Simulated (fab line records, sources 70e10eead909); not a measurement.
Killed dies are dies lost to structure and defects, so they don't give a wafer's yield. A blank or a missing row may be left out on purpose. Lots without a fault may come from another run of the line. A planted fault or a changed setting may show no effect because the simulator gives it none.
Which tool did it? | flow nand_harc | 6 lots, 18 wafers sampled, at 5 steps of a route of 1302

WHAT THE GAUGES READ, wafer by wafer
NHARC_END_SORT_01.
lot  | measured     | on        | killed_at_array
L637 | day 28 08:51 | prober-01 | 672 671 668

WHICH TOOL RAN EACH LOT (tool, then ch and the chambers of the sampled wafers, then the start)
lot  | NHARC_A_STAIRCASE_HM_DEP_462  | NHARC_A_STAIRCASE_DEP_301       | NHARC_A_STAIRCASE_ETCH_313         | NHARC_A_STAIRCASE_ETCH_453
L633 | acl_dep-03 ch 0, day 18 02:05 | pecvd-03 ch 0,2, day 18 03:56   | rie_diel-12 ch 0,3, day 18 05:06   | rie_diel-12 ch 1,3, no start
L637 | acl_dep-02 ch 0, day 20 17:47 | pecvd-03 ch 0,1,2, day 20 19:04 | rie_diel-12 ch 0,3, day 20 19:59   | rie_diel-12 ch 0,3, day 28 08:51 or earlier
L646 | acl_dep-01 ch 0, day 23 12:25 | pecvd-04 ch 1,2, day 23 14:17   | rie_diel-12 ch 0,2,3, day 23 15:14 | rie_diel-12 ch 1,2,3, no start
L647 | acl_dep-02 ch 0, day 24 00:13 | pecvd-03 ch 0,1, day 24 01:32   | rie_diel-03 ch 1,2, day 24 02:34   | rie_diel-03 ch 0,1,2, no start
L649 | acl_dep-02 ch 0, day 25 22:18 | pecvd-04 ch 0,2, day 26 00:11   | rie_diel-03 ch 1,2,3, day 26 01:14 | rie_diel-03 ch 0,1, no start
L651 | acl_dep-01 ch 0, day 26 08:20 | pecvd-03 ch 1,2, day 26 09:52   | rie_diel-12 ch 1,2,3, day 26 10:57 | rie_diel-12 ch 1,3, no start
- NHARC_A_STAIRCASE_HM_DEP_462: deposits aC, target thk 800 nm.
- NHARC_A_STAIRCASE_DEP_301: deposits SiON, target thk 30 nm.
- NHARC_A_STAIRCASE_ETCH_313: etches the open film in CF4/CHF3.
- NHARC_A_STAIRCASE_ETCH_453: etches the open film in CF4/O2, target depth 30 nm, overetch 3 nm, time 16.5 s.

THE ANSWER, worked out from the rows above alone
Rule: what is usual is taken from the lots themselves. Put in order of their means at a reading, lots are off if they are a third of the lots or fewer, leave a main group of 4 or more, and stand apart from it by a gap of 3 or more times the standard deviation of the main group's means; of several such gaps the widest counts. A main group whose means are all the same, to the digits that the tables above print for the reading, isn't used. A lot without any number at a reading at which 4 lots or more have one is off too. The other lots that the step has rows for count as sound.
No lot is off at any reading shown: from this, nothing can be told.

WHAT THE SIMULATOR HAD PUT IN
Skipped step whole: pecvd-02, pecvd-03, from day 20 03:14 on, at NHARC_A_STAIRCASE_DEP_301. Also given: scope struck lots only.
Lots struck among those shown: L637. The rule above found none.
